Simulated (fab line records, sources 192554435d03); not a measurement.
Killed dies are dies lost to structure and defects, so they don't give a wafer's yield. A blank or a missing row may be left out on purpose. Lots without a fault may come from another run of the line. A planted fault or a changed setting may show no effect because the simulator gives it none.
fab line records | flow n5_finfet
record lots=9 wafers=27 last_day=18
route steps=1938 shown HKMG_FIN@444 BEOL_M4@1111 PASSIVATION@1936
lots that met no fault: from a run of the same line without faults
start_h: hours from the record's first day to the start of the lot's first wafer shown | wait_h: hours since the lot's step before | " the same as in the row above | L1.1+2: a row that stands for several wafers | - no value, or no start given | * or withheld: withheld | < > ~ a bound
route shown NAME@n: a module of which the file shows steps, and the number in the route of the first | usual: mean/standard deviation of fault-free wafers | same: alike in all rows | chamber/n: place in a boat | sites: the reading at each site | _std_site: their standard deviation | _edge_site: outer sites' mean less inner sites' | radius_mm: how far each site lies from the wafer's centre | mask NAME#n: copy n | behind: the tool/chamber that last shaped the wafer | hold: why the lot was held/for how many hours/how that ended | device: the transistor (n, p or np) that didn't switch | end of line: the same wafers' tests at the end of the route | a step without rows: its recipe alone | killed: dies lost to structure and defects at the first sort, not the wafer's yield | map: a wafer's dies, x killed, . not, _ none there
set.NAME: the setting as run; set.NAME@STEP: as run at that earlier step | model.NAME: the simulator's own value behind a step, which no gauge read
steps of the route over a sample of lots; a table a step, a row a wafer
services: from which hour (start_h, from the record's first day; less than 0 if before it) a tool's chamber was out of use, for how many hours, and why
## steps
# step N5_HKMG_FIN_ETCH_86
# recipe chemistry=N2/H2 target=SOC target_depth_a=3932 stop_on=TiN ion_energy_ev=100 bias_w=61 pressure_mtorr=30 source_w=850 n2_flow_sccm=200 h2_flow_sccm=200
# usual chamber_pressure_mTorr=29.999/0.026 drypump_motor_current_A=5.6/0.46 n2_flow_sccm=200.0/0.61 oes_product_au=0.80/0.084 rf_fwd_power_W=844.5/2.8 rf_vpp_V=240.8/1.4 showerhead_plenum_p_Torr=2.56/0.087 throttle_valve_pct=17.73/0.22
# columns lot.wafer tool chamber start_h wait_h chamber_pressure_mTorr drypump_motor_current_A n2_flow_sccm oes_product_au rf_fwd_power_W rf_hours_counter_h rf_vpp_V showerhead_plenum_p_Torr throttle_valve_pct
L285.1 rie_diel-06 3 85.50 - 30.021 5.0 200.3 0.93 842.3 12 240.2 2.50 17.73
L285.4 " 2 " " 29.937 5.8 200.1 0.89 848.3 29 242.2 2.59 17.57
L285.6 " 0 " " 30.011 5.2 198.1 0.74 845.5 - 242.3 2.64 17.48
L286.4 rie_diel-06 3 86.31 - 29.960 5.1 200.3 0.92 842.8 13 240.2 2.50 17.73
L286.5 " 3 " " 29.979 5.0 200.4 0.93 841.6 - 239.9 2.50 17.74
L286.6 " 0 " " 30.008 5.2 199.4 0.74 846.8 - 241.0 2.64 17.48
L287.3 rie_diel-01 0 94.04 - 30.017 5.2 199.4 0.86 847.3 41 244.3 2.69 17.70
L287.5 " 3 " " 30.002 6.2 200.7 0.71 839.0 - 239.8 2.53 18.22
L287.6 " 0 " " 30.008 5.2 198.8 0.86 847.6 - 242.7 2.69 17.71
L289.2 rie_diel-06 3 115.76 - 29.977 5.1 199.8 0.90 844.6 25 238.9 2.49 17.77
L289.4 " 2 " " 30.022 5.8 200.9 0.87 846.7 41 241.9 2.59 17.60
L289.5 " 3 " " 29.980 5.0 200.5 0.89 845.3 - 239.2 2.49 17.77
L291.1 rie_diel-04 1 123.71 - 29.977 5.8 199.8 0.68 845.1 223 242.3 2.63 18.20
L291.2 " 2 " " 30.004 6.0 200.2 0.73 848.9 167 239.1 2.54 17.56
L291.6 " 2 " " 30.000 6.0 200.5 0.73 842.5 - 240.3 2.54 17.56
L292.1 rie_diel-04 2 124.02 - 29.946 6.0 199.9 0.73 837.5 167 239.5 2.54 17.56
L292.3 " 1 " " 30.017 5.9 200.4 0.67 846.6 224 241.1 2.63 18.20
L292.4 " 0 " " 30.028 5.9 200.4 0.80 841.4 - 238.9 2.46 17.56
L295.2 rie_diel-06 0 144.36 - 29.995 5.2 199.5 0.73 1047.6 191 225.4 2.63 17.53
L295.4 " 2 " " 29.999 5.8 200.9 0.85 847.0 51 240.8 2.58 17.61
L295.6 " 3 " " 30.052 5.1 200.2 0.88 842.7 - 240.1 2.49 17.79
L305.1 rie_diel-04 3 208.35 - 29.964 5.1 200.0 0.82 846.9 97 238.8 2.46 17.83
L305.2 " 2 " " 29.994 6.0 199.6 0.70 846.1 198 240.4 2.52 17.60
L305.3 " 0 " " 29.956 6.0 199.9 0.77 841.7 132 239.5 2.45 17.61
L306.3 rie_diel-06 1 208.86 - 30.004 6.3 200.2 0.87 839.8 35 241.2 2.71 17.63
L306.5 " 2 " " 30.015 5.8 198.8 0.82 846.0 - 239.7 2.57 17.64
L306.6 " 3 " " 29.935 5.1 200.5 0.84 841.4 - 238.8 2.48 17.82
# step N5_HKMG_FIN_STRIP_88
# recipe chemistry=N2/H2 power_w=2500 temp_c=300 h2_frac=0.65 time_s=360 pressure_mtorr=withheld n2_flow_sccm=1750 h2_flow_sccm=3250
# usual drypump_motor_current_A=5.4/0.35 heater_power_w=470/56 n2_flow_sccm=1750/5.3
# columns lot.wafer tool chamber start_h wait_h drypump_motor_current_A heater_power_w n2_flow_sccm rf_hours_counter_h
L285.1 plasma_asher-01 0 85.75 0.0 5.7 543 1746 38
L285.4 " 0 " " 5.6 550 1745 -
L285.6 " 0 " " 5.6 552 1745 -
L286.4 plasma_asher-01 1 86.68 0.1 5.5 505 1748 -
L286.5 " 1 " " 5.4 506 1751 -
L286.6 " 0 " " 5.6 550 1750 -
L287.3 plasma_asher-02 1 94.41 0.1 4.9 401 1754 -
L287.5 " 1 " " 4.9 407 1758 -
L287.6 " 0 " " 5.8 418 1758 -
L289.2 plasma_asher-02 0 116.01 0.0 5.8 412 1761 94
L289.4 " 1 " " 4.9 422 1747 -
L289.5 " 1 " " 4.8 420 1750 -
L291.1 plasma_asher-01 1 123.96 0.0 5.4 510 1749 45
L291.2 " 0 " " 5.7 561 1749 45
L291.6 " 0 " " 5.7 539 1750 -
L292.1 plasma_asher-02 0 124.26 0.0 5.8 422 1741 97
L292.3 " 1 " " 4.9 410 1753 -
L292.4 " 0 " " 5.8 411 1749 -
L295.2 plasma_asher-02 1 144.67 0.0 4.9 412 1750 102
L295.4 " 1 " " 4.9 418 1743 -
L295.6 " 0 " " 5.8 426 1752 -
L305.1 plasma_asher-01 0 208.61 0.0 5.7 554 1756 63
L305.2 " 1 " " 5.4 502 1758 63
L305.3 " 1 " " 5.4 502 1758 -
L306.3 plasma_asher-02 1 209.23 0.1 4.9 417 1751 -
L306.5 " 1 " " 4.9 414 1746 -
L306.6 " 0 " " 5.8 421 1755 -
# step N5_HKMG_FIN_STRIP_90
# recipe chemistry=N2/H2 material=SOC time_s=20 power_w=500 temp_c=40 pressure_mtorr=50 rf_frequency_hz=6e+07 bias_power_w=8 h2_frac=0.5 n2_flow_sccm=300 h2_flow_sccm=300
# usual chamber_pressure_mTorr=50.00/0.047 drypump_motor_current_A=5.6/0.44 n2_flow_sccm=300.1/0.85 oes_product_au=0.81/0.09 rf_vpp_V=54.4/0.84 showerhead_plenum_p_Torr=3.37/0.11 throttle_valve_pct=19.0/0.46
# columns lot.wafer tool chamber start_h wait_h chamber_pressure_mTorr drypump_motor_current_A n2_flow_sccm oes_product_au rf_hours_counter_h rf_vpp_V showerhead_plenum_p_Torr throttle_valve_pct
L285.1 rie_diel-06 0 86.63 0.0 50.00 5.2 300.8 0.76 169 54.6 3.48 18.5
L285.4 " 1 " " 50.02 6.3 299.4 0.72 249 54.4 3.18 19.0
L285.6 " 3 " " 49.97 5.1 299.9 0.94 - 53.5 3.30 19.2
L286.4 rie_diel-06 0 87.46 0.0 49.99 5.2 301.5 0.76 169 55.0 3.48 18.6
L286.5 " 2 " " 50.03 5.8 299.6 0.94 - 54.3 3.42 18.9
L286.6 " 1 " " 49.97 6.3 299.6 0.72 - 52.9 3.18 19.0
L287.3 rie_diel-01 2 95.17 0.0 49.99 5.6 299.5 0.92 22 54.9 3.28 18.5
L287.5 " 1 " " 49.96 5.4 300.1 0.73 - 53.1 3.31 19.4
L287.6 " 0 " " 49.99 5.2 300.3 0.86 - 54.5 3.55 19.0
L289.2 rie_diel-01 2 117.15 0.0 50.05 5.6 299.3 0.90 30 53.9 3.27 18.5
L289.4 " 1 " " 49.96 5.3 300.4 0.71 231 55.2 3.31 19.4
L289.5 " 2 " " 50.04 5.6 301.6 0.90 - 54.0 3.27 18.5
L291.1 rie_diel-01 2 124.85 0.0 49.91 5.6 300.2 0.90 34 52.2 3.27 18.5
L291.2 " 0 " " 49.96 5.2 298.3 0.86 51 54.9 3.55 19.1
L291.6 " 3 " " 50.01 6.2 300.6 0.70 - 54.3 3.34 20.1
L292.1 rie_diel-04 2 125.15 0.0 49.94 6.0 301.4 0.73 168 55.5 3.35 18.8
L292.3 " 1 " " 50.05 5.9 298.7 0.68 224 54.9 3.47 19.6
L292.4 " 2 " " 50.01 6.0 300.0 0.72 - 55.2 3.35 18.8
L295.2 rie_diel-06 0 145.63 0.0 49.98 5.2 300.1 0.73 192 55.7 3.47 18.6
L295.4 " 1 " " 49.96 6.4 301.1 0.95 13 53.0 3.58 18.6
L295.6 " 0 " " 50.07 5.2 301.2 0.73 - 53.7 3.47 18.6
L305.1 rie_diel-06 0 209.53 0.0 49.98 5.2 300.5 0.71 216 53.2 3.45 18.6
L305.2 " 1 " " 49.95 6.3 300.2 0.90 36 55.8 3.57 18.7
L305.3 " 3 " " 50.00 5.1 299.8 0.84 60 54.5 3.28 19.3
L306.3 rie_diel-06 2 210.01 0.0 49.99 5.8 300.8 0.87 76 55.0 3.40 19.0
L306.5 " 3 " " 50.09 5.1 298.5 0.85 - 54.1 3.28 19.2
L306.6 " 2 " " 49.90 5.8 299.9 0.87 - 53.6 3.40 19.0
# step N5_HKMG_FIN_STRIP_69
# recipe chemistry=N2/H2 power_w=2500 temp_c=300 h2_frac=0.65 time_s=360 pressure_mtorr=withheld n2_flow_sccm=1750 h2_flow_sccm=3250
# usual drypump_motor_current_A=5.5/0.31 heater_power_w=484/55 n2_flow_sccm=1750/5.5
# columns lot.wafer tool chamber start_h wait_h drypump_motor_current_A heater_power_w n2_flow_sccm rf_hours_counter_h
L285.1 plasma_asher-02 0 86.93 0.1 5.8 425 1745 89
L285.4 " 1 " " 4.9 412 1750 -
L285.6 " 0 " " 5.8 425 1750 -
L286.4 plasma_asher-01 0 87.88 0.2 5.6 548 1758 -
L286.5 " 1 " " 5.4 488 1745 -
L286.6 " 0 " " 5.7 548 1762 -
L287.3 plasma_asher-02 0 95.59 0.2 5.8 421 1752 -
L287.5 " 0 " " 5.8 426 1751 -
L287.6 " 1 " " 4.9 397 1746 -
L289.2 plasma_asher-02 1 117.47 0.1 4.9 413 1752 95
L289.4 " 1 " " 4.9 425 1757 -
L289.5 " 0 " " 5.8 424 1759 -
L291.1 plasma_asher-01 1 125.14 0.1 5.4 510 1760 45
L291.2 " 0 " " 5.7 549 1750 45
L291.6 " 1 " " 5.4 505 1751 -
L292.1 plasma_asher-02 0 125.48 0.1 5.8 428 1746 97
L292.3 " 0 " " 5.8 420 1751 -
L292.4 " 1 " " 4.9 420 1745 -
L295.2 plasma_asher-02 0 145.92 0.1 5.8 420 1748 102
L295.4 " 1 " " 4.9 407 1754 -
L295.6 " 1 " " 4.9 412 1754 -
L305.1 plasma_asher-01 0 209.83 0.1 5.7 553 1754 63
L305.2 " 1 " " 5.4 502 1746 63
L305.3 " 0 " " 5.7 547 1751 -
L306.3 plasma_asher-01 0 210.53 0.2 5.7 541 1740 -
L306.5 " 1 " " 5.4 507 1756 -
L306.6 " 0 " " 5.7 552 1746 -
# step N5_BEOL_M4_RC_MEAS_101
# usual DIBL_N=36.4/2.7 DIBL_P=36/3.2 IOFF_N=0.16/0.046 IOFF_P=0.21/0.055 ION_N=677/15 ION_P=464/11 SS_N=71.5/0.79 SS_P=73.3/0.93 VT_N=250/4.1 VT_P=-251/4.4
# columns lot.wafer tool chamber start_h wait_h DIBL_N[mV/V] DIBL_P[mV/V] IOFF_N[nA/um] IOFF_P[nA/um] ION_N[uA/um] ION_P[uA/um] SS_N[mV/dec] SS_P[mV/dec] VT_N[mV] VT_P[mV]
L285.1 prober-02 0 166.53 0.0 37.0 35 0.16 0.21 680 467 71.0 73.8 249 -249
L285.4 " 0 " " 43.5 44 0.32 0.42 733 500 72.7 76.2 242 -240
L285.6 " 0 " " 39.5 38 0.22 0.29 692 479 71.5 73.5 244 -245
L287.3 prober-01 0 189.09 0.3 38.3 40 0.22 0.36 695 487 72.9 73.0 242 -239
L287.5 " 0 " " 37.2 38 0.19 0.28 691 478 72.2 73.6 245 -242
L287.6 " 0 " " 35.4 36 0.16 0.26 682 481 72.0 73.0 248 -243
L286.4 prober-02 0 201.23 0.5 36.1 36 0.15 0.20 674 469 70.7 72.6 250 -248
L286.5 " 0 " " 37.3 37 0.18 0.23 681 471 71.8 74.1 247 -250
L286.6 " 0 " " 37.3 38 0.18 0.24 689 474 71.7 73.8 246 -248
L289.2 prober-02 0 216.91 0.2 32.8 32 0.11 0.14 648 457 70.1 72.0 253 -255
L289.4 " 0 " " 35.5 35 0.15 0.19 673 457 70.9 72.6 249 -253
L289.5 " 0 " " 34.9 34 0.14 0.16 696 462 72.1 73.0 250 -255
L292.1 prober-02 0 230.80 0.0 38.0 36 0.17 0.23 672 461 72.2 73.8 249 -250
L292.3 " 0 " " 36.2 36 0.13 0.22 671 461 71.8 72.7 255 -250
L292.4 " 0 " " 37.5 36 0.17 0.21 683 460 72.0 73.7 249 -252
L291.1 prober-01 0 232.56 0.0 32.3 32 0.10 0.15 669 465 70.9 71.4 255 -253
L291.2 " 0 " " 36.5 38 0.17 0.23 687 472 71.7 72.6 248 -250
L291.6 " 0 " " 33.2 33 0.11 0.16 665 458 70.6 71.4 251 -252
L295.4 prober-01 0 251.65 0.5 35.7 35 0.15 0.22 678 470 71.1 72.9 249 -248
L295.6 " 0 " " 35.9 37 0.18 0.26 695 484 71.2 72.8 246 -249
L305.1 prober-02 0 316.62 0.0 36.8 37 0.19 0.23 697 475 71.2 72.9 246 -248
L305.2 " 0 " " 37.1 38 0.20 0.23 694 466 71.2 73.8 246 -253
L305.3 " 0 " " 37.0 38 0.17 0.23 673 466 71.6 74.1 247 -251
L306.3 prober-02 0 319.36 0.3 40.0 38 0.21 0.22 677 457 72.4 73.5 249 -253
L306.5 " 0 " " 36.7 34 0.14 0.16 659 448 71.2 72.5 253 -257
L306.6 " 0 " " 41.0 40 0.23 0.25 689 467 72.3 74.2 247 -252
# step N5_PASSIVATION_PROBE_49
# usual defect_limited_yield=91.1/1.4 killed_at_M0_to_M3=34/9.7 killed_at_M4_up=13/5.1 killed_at_contacts=14/6.3 killed_at_front_end=40/11 killed_at_other=3.5/2.7 killed_dies=105/16 killed_on_rim=13/4.1 killed_open=70/12 killed_short=34/7.8 sort_bin_4_leakage=0.02/0.13 sort_bin_5_function=5.2/0.88 sort_bin_6_memory=3.3/0.7 sort_n_pass=1074/17 sort_yield_pct=91.0/1.5
# same gross_dies=1180 killed_at_back_side=0 sort_bin_8_speed[%]=0
# columns lot.wafer tool chamber start_h wait_h defect_limited_yield[%] killed_at_M0_to_M3 killed_at_M4_up killed_at_contacts killed_at_front_end killed_at_other killed_dies killed_on_rim killed_open killed_short sort_bin_4_leakage[%] sort_bin_5_function[%] sort_bin_6_memory[%] sort_n_pass sort_yield_pct[%]
L285.1 prober-01 - 280.91 0.0 91.1 50 9 6 39 1 105 12 73 32 0 5.6 2.7 1075 91.1
L285.4 prober-01 - 281.06 0.2 91.3 41 9 17 34 2 103 10 70 33 1.53 5.1 3.4 1059 89.7
L285.6 prober-01 - 281.16 0.3 87.8 48 16 18 60 2 144 18 98 46 0 6.6 5.3 1036 87.8
L287.3 prober-01 - 291.88 0.1 90.6 43 8 17 43 0 111 23 71 35 0 6.4 2.2 1069 90.6
L287.5 prober-01 - 291.98 0.2 91.7 29 8 18 42 1 98 9 65 32 0 4.9 3.2 1082 91.7
L287.6 prober-01 - 292.03 0.3 91.4 25 7 31 37 1 101 13 70 31 0 5.3 2.6 1079 91.4
L286.4 prober-02 - 298.22 0.2 90.1 58 10 18 29 2 117 17 87 30 0 5.3 4.4 1063 90.1
L286.5 prober-02 - 298.27 0.2 91.9 32 12 13 36 2 95 10 68 26 0 4.5 3.3 1085 91.9
L286.6 prober-02 - 298.32 0.3 93.0 30 7 10 33 3 83 10 48 33 0 4.7 2.2 1097 93.0
L289.2 prober-01 - 320.92 0.1 89.4 27 6 29 61 2 125 20 80 42 0 5.5 4.5 1055 89.4
L289.4 prober-01 - 321.02 0.2 91.4 37 17 7 39 2 102 20 59 40 0 4.2 4.3 1078 91.4
L289.5 prober-01 - 321.07 0.2 91.0 38 13 17 31 7 106 10 71 35 0 5.3 3.4 1074 91.0
L291.1 prober-01 - 335.86 0.0 89.7 40 13 11 57 1 122 17 83 35 0 6.1 3.9 1058 89.7
L291.2 prober-01 - 335.91 0.1 90.7 36 10 13 47 4 110 13 77 32 0 5.4 3.8 1070 90.7
L291.6 prober-01 - 336.11 0.3 88.7 32 20 14 66 1 133 17 87 45 0 5.5 5.1 1047 88.7
L292.1 prober-02 - 339.04 0.0 93.5 21 11 4 41 0 77 14 48 29 0 3.7 2.5 1103 93.5
L292.3 prober-02 - 339.14 0.1 93.1 22 9 4 42 4 81 7 48 33 0 4.1 2.5 1099 93.1
L295.2 prober-02 - 357.47 0.1 0 42 18 8 1106 6 1180 152 55 39 0 5.5 2.5 0 0
L295.4 prober-02 - 357.57 0.2 92.2 21 12 18 37 4 92 15 68 23 0 5.0 2.7 1088 92.2
L295.6 prober-02 - 357.67 0.3 90.0 29 22 22 43 2 118 8 78 40 0 6.1 3.5 1062 90.0
L305.1 prober-01 - 407.51 0.0 91.2 31 10 10 52 1 104 9 73 29 0 5.3 3.1 1076 91.2
L305.2 prober-01 - 407.56 0.1 92.4 30 12 7 39 2 90 12 62 28 0 4.9 2.6 1090 92.4
L305.3 prober-01 - 407.61 0.1 92.3 31 8 9 40 3 91 17 58 33 0 4.7 2.5 1089 92.3
L306.3 prober-01 - 423.82 0.1 91.2 25 15 10 49 5 104 18 70 34 0 5.6 3.1 1076 91.2
L306.5 prober-01 - 423.92 0.2 88.7 32 28 8 62 3 133 17 90 43 0 7.5 3.6 1047 88.7
L306.6 prober-01 - 423.97 0.3 87.8 40 18 21 63 2 144 13 107 37 0 7.5 4.5 1036 87.8
# killed by level:class
L285.1 BEOL_M0_SAQP:geometric_particle:open=12 FIN_SAQP:geometric_particle:open=10 BEOL_M2:geometric_particle:open=9 BEOL_M3:geometric_particle:open=9 BEOL_M4:geometric_particle:open=8 GATE_CUT:geometric_particle:open=7 FIN_SAQP:geometric_particle:short=6 BEOL_M0_SAQP:geometric_particle:short=6
L285.4 MOL_CONTACT_COAG:geometric_particle:open=14 BEOL_M0_SAQP:geometric_particle:open=14 STI_FIN_REVEAL:geometric_particle:open=10 BEOL_M0_SAQP:geometric_particle:short=6 BEOL_M3:geometric_particle:open=6 STI_FIN_REVEAL:geometric_particle:short=4 BEOL_M2:geometric_particle:open=4 BEOL_M3:geometric_particle:short=4
L285.6 FIN_SAQP:geometric_particle:open=18 STI_FIN_REVEAL:geometric_particle:open=15 BEOL_M0_SAQP:geometric_particle:open=14 BEOL_M2:geometric_particle:open=12 MOL_CONTACT_COAG:geometric_particle:open=11 MOL_CONTACT_COAG:geometric_particle:short=7 FIN_SAQP:geometric_particle:short=6 STI_FIN_REVEAL:geometric_particle:short=6
L287.3 BEOL_M0_SAQP:geometric_particle:short=15 MOL_CONTACT_COAG:geometric_particle:open=14 BEOL_M0_SAQP:geometric_particle:open=13 DUMMY_GATE:geometric_particle:open=10 BEOL_M2:geometric_particle:open=7 FIN_SAQP:geometric_particle:open=5 FIN_SAQP:geometric_particle:short=5 GATE_CUT:geometric_particle:short=5
L287.5 MOL_CONTACT_COAG:geometric_particle:open=14 BEOL_M0_SAQP:geometric_particle:open=12 DUMMY_GATE:geometric_particle:open=9 FIN_SAQP:geometric_particle:open=7 BEOL_M0_SAQP:geometric_particle:short=6 DUMMY_GATE:geometric_particle:short=5 BEOL_M2:geometric_particle:open=5 STARTING-WAFER:geometric_particle:open=5
L287.6 MOL_CONTACT_COAG:geometric_particle:open=25 FIN_SAQP:geometric_particle:open=9 BEOL_M0_SAQP:geometric_particle:short=8 BEOL_M0_SAQP:geometric_particle:open=8 FIN_SAQP:geometric_particle:short=7 DUMMY_GATE:geometric_particle:open=6 MOL_CONTACT_COAG:geometric_particle:short=6 BEOL_M4:geometric_particle:open=6
L286.4 BEOL_M0_SAQP:geometric_particle:open=17 MOL_CONTACT_COAG:geometric_particle:open=16 BEOL_M2:geometric_particle:open=13 STI_FIN_REVEAL:geometric_particle:open=11 BEOL_M0_SAQP:geometric_particle:short=10 BEOL_M3:geometric_particle:open=10 FIN_SAQP:geometric_particle:short=6 DUMMY_GATE:geometric_particle:open=4
L286.5 MOL_CONTACT_COAG:geometric_particle:open=12 GATE_CUT:geometric_particle:short=8 BEOL_M0_SAQP:geometric_particle:open=7 BEOL_M3:geometric_particle:open=7 BEOL_M0_SAQP:geometric_particle:short=6 DUMMY_GATE:geometric_particle:open=6 STI_FIN_REVEAL:geometric_particle:open=5 BEOL_M2:geometric_particle:open=5
L286.6 FIN_SAQP:geometric_particle:short=11 BEOL_M0_SAQP:geometric_particle:short=11 MOL_CONTACT_COAG:geometric_particle:open=7 FIN_SAQP:geometric_particle:open=5 BEOL_M1:geometric_particle:open=5 BEOL_M0_SAQP:geometric_particle:open=5 BEOL_M0:geometric_particle:open=4 BEOL_M3:geometric_particle:open=4
L289.2 MOL_CONTACT_COAG:geometric_particle:open=24 BEOL_M1:geometric_particle:open=13 STI_FIN_REVEAL:geometric_particle:open=10 GATE_CUT:geometric_particle:short=10 FIN_SAQP:geometric_particle:short=9 FIN_SAQP:geometric_particle:open=7 DUMMY_GATE:geometric_particle:open=7 GATE_CUT:geometric_particle:open=5
L289.4 STI_FIN_REVEAL:geometric_particle:open=9 GATE_CUT:geometric_particle:short=9 BEOL_M2:geometric_particle:short=9 DUMMY_GATE:geometric_particle:open=6 BEOL_M5:geometric_particle:open=6 BEOL_M3:geometric_particle:open=6 BEOL_M0_SAQP:geometric_particle:short=5 GATE_CUT:geometric_particle:open=4
L289.5 STI_FIN_REVEAL:geometric_particle:open=12 BEOL_M1:geometric_particle:open=11 MOL_CONTACT_COAG:geometric_particle:open=9 BEOL_M3:geometric_particle:open=8 MOL_CONTACT_COAG:geometric_particle:short=8 BEOL_M4:geometric_particle:open=7 FIN_SAQP:geometric_particle:short=6 BEOL_M2:geometric_particle:open=6
L291.1 STI_FIN_REVEAL:geometric_particle:open=16 BEOL_M0_SAQP:geometric_particle:open=14 MOL_CONTACT_COAG:geometric_particle:open=9 BEOL_M2:geometric_particle:open=8 BEOL_M0_SAQP:geometric_particle:short=7 DUMMY_GATE:geometric_particle:open=6 STI_FIN_REVEAL:geometric_particle:short=5 GATE_CUT:geometric_particle:short=5
L291.2 MOL_CONTACT_COAG:geometric_particle:open=12 BEOL_M0_SAQP:geometric_particle:open=9 STI_FIN_REVEAL:geometric_particle:open=8 BEOL_M0_SAQP:geometric_particle:short=8 BEOL_M5:geometric_particle:open=8 FIN_SAQP:geometric_particle:open=7 DUMMY_GATE:geometric_particle:open=7 BEOL_M3:geometric_particle:open=7
L291.6 STI_FIN_REVEAL:geometric_particle:open=23 MOL_CONTACT_COAG:geometric_particle:open=11 STI_FIN_REVEAL:geometric_particle:short=8 BEOL_M0_SAQP:geometric_particle:short=6 BEOL_M0_SAQP:geometric_particle:open=6 BEOL_M4:geometric_particle:open=6 STARTING-WAFER:geometric_particle:short=6 FIN_SAQP:geometric_particle:open=5
L292.1 STI_FIN_REVEAL:geometric_particle:open=13 FIN_SAQP:geometric_particle:short=8 BEOL_M0_SAQP:geometric_particle:short=6 BEOL_M0_SAQP:geometric_particle:open=5 BEOL_M4:geometric_particle:open=5 FIN_SAQP:geometric_particle:open=4 BEOL_M1:geometric_particle:open=4 STARTING-WAFER:geometric_particle:short=3
L292.3 BEOL_M0_SAQP:geometric_particle:open=8 FIN_SAQP:geometric_particle:open=6 FIN_SAQP:geometric_particle:short=6 STI_FIN_REVEAL:geometric_particle:open=6 ILD0:geometric_particle:open=6 BEOL_M0_SAQP:geometric_particle:short=6 MOL_CONTACT_COAG:geometric_particle:open=4 BEOL_M4:geometric_particle:open=4
L295.2 HKMG_FIN:area_etch=1084 BEOL_M0_SAQP:geometric_particle:short=7 BEOL_M1:geometric_particle:open=7 BEOL_M1:geometric_particle:short=7 BEOL_M4:geometric_particle:open=7 MOL_CONTACT_COAG:geometric_particle:open=6 BEOL_M2:geometric_particle:open=5 DUMMY_GATE:geometric_particle:open=4
L295.4 MOL_CONTACT_COAG:geometric_particle:open=15 BEOL_M1:geometric_particle:open=10 BEOL_M4:geometric_particle:open=9 STI_FIN_REVEAL:geometric_particle:open=8 DUMMY_GATE:geometric_particle:open=8 ILD0:geometric_particle:short=4 BEOL_M2:geometric_particle:open=4 FIN_SAQP:geometric_particle:open=3
L295.6 MOL_CONTACT_COAG:geometric_particle:open=20 BEOL_M4:geometric_particle:open=12 BEOL_M1:geometric_particle:open=10 BEOL_M0_SAQP:geometric_particle:open=7 FIN_SAQP:geometric_particle:short=6 DUMMY_GATE:geometric_particle:open=6 BEOL_M0_SAQP:geometric_particle:short=6 BEOL_M4:geometric_particle:short=5
L305.1 FIN_SAQP:geometric_particle:open=14 FIN_SAQP:geometric_particle:short=10 BEOL_M0_SAQP:geometric_particle:open=10 MOL_CONTACT_COAG:geometric_particle:open=9 STI_FIN_REVEAL:geometric_particle:open=6 BEOL_M3:geometric_particle:open=6 BEOL_M0_SAQP:geometric_particle:short=4 BEOL_M2:geometric_particle:open=4
L305.2 FIN_SAQP:geometric_particle:open=10 BEOL_M0_SAQP:geometric_particle:open=9 BEOL_M4:geometric_particle:open=7 FIN_SAQP:geometric_particle:short=5 MOL_CONTACT_COAG:geometric_particle:open=5 BEOL_M1:geometric_particle:open=5 BEOL_M2:geometric_particle:open=5 STI_FIN_REVEAL:geometric_particle:open=4
L305.3 FIN_SAQP:geometric_particle:short=17 FIN_SAQP:geometric_particle:open=9 BEOL_M3:geometric_particle:open=9 MOL_CONTACT_COAG:geometric_particle:open=7 BEOL_M0_SAQP:geometric_particle:open=6 BEOL_M1:geometric_particle:open=6 DUMMY_GATE:geometric_particle:open=5 GATE_CUT:geometric_particle:short=4
L306.3 STI_FIN_REVEAL:geometric_particle:open=22 BEOL_M0_SAQP:geometric_particle:open=10 MOL_CONTACT_COAG:geometric_particle:open=9 BEOL_M4:geometric_particle:short=7 STI_FIN_REVEAL:geometric_particle:short=6 BEOL_M0_SAQP:geometric_particle:short=5 FIN_SAQP:geometric_particle:open=4 FIN_SAQP:geometric_particle:short=4
L306.5 STI_FIN_REVEAL:geometric_particle:open=18 FIN_SAQP:geometric_particle:open=12 BEOL_M5:geometric_particle:open=10 GATE_CUT:geometric_particle:short=9 FIN_SAQP:geometric_particle:short=8 MOL_CONTACT_COAG:geometric_particle:open=7 BEOL_M1:geometric_particle:open=6 BEOL_M1:geometric_particle:short=6
L306.6 STI_FIN_REVEAL:geometric_particle:open=30 MOL_CONTACT_COAG:geometric_particle:open=20 BEOL_M0_SAQP:geometric_particle:open=12 FIN_SAQP:geometric_particle:open=10 BEOL_M0_SAQP:geometric_particle:short=8 BEOL_M2:geometric_particle:open=8 STI_FIN_REVEAL:geometric_particle:short=7 BEOL_M4:geometric_particle:open=7
## services
# columns tool chamber start_h hours kind
rie_diel-06 1 88.25 - clean
rie_diel-06 1 88.25 - consumable_replace:focus_ring
rie_diel-06 1 88.25 - consumable_replace:showerhead
rie_diel-06 1 88.25 19.6 scheduled_down
rie_diel-06 1 88.25 19.6 vent_cycle
rie_diel-04 3 122.87 3.9 repair
rie_diel-04 - 126.60 2.8 pm
rie_diel-01 - 144.78 4.3 pm
rie_diel-06 3 173.08 5.7 repair
rie_diel-04 3 185.80 9.3 repair
rie_diel-04 1 195.45 - clean
rie_diel-04 1 195.45 - consumable_replace:focus_ring
rie_diel-04 1 195.45 17.4 scheduled_down
rie_diel-04 1 195.45 17.4 vent_cycle
rie_diel-01 3 205.59 - clean
rie_diel-01 3 205.59 - consumable_replace:focus_ring
rie_diel-01 3 205.59 19.6 scheduled_down
rie_diel-01 3 205.59 19.6 vent_cycle
## key
first_sign step=N5_HKMG_FIN_ETCH_86 reading=rf_fwd_power_W direction=up sigmas=74 usual=* struck=*
effect step=N5_HKMG_FIN_ETCH_86 reading=rf_vpp_V direction=down sigmas=11 usual=240.8 struck=225.4
effect step=N5_PASSIVATION_PROBE_49 reading=killed_at_front_end direction=up sigmas=97 usual=40 struck=1106
more_kills_born_at N5_HKMG_FIN_ETCH_86@rie_diel-06=1084
met_at N5_HKMG_FIN_ETCH_86
struck_lots L295
struck_wafers L295.2
later_rows_left_out L295.2
not_acting_at N5_HKMG_FIN_STRIP_88,N5_HKMG_FIN_STRIP_90,N5_HKMG_FIN_STRIP_69
onset_between 86.31 144.36
fault kind=process_parameter_drift tool=rie_diel-06 chamber=0 onset_h=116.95 steps=N5_HKMG_FIN_ETCH_86 channel=source_w offset=204 shape=step end_h=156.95 acts_in=these_recipes_only stated=850
# later_rows_left_out: the simulator's readings of these wafers behind a module that went badly wrong aren't trusted and aren't shown, but for the sort
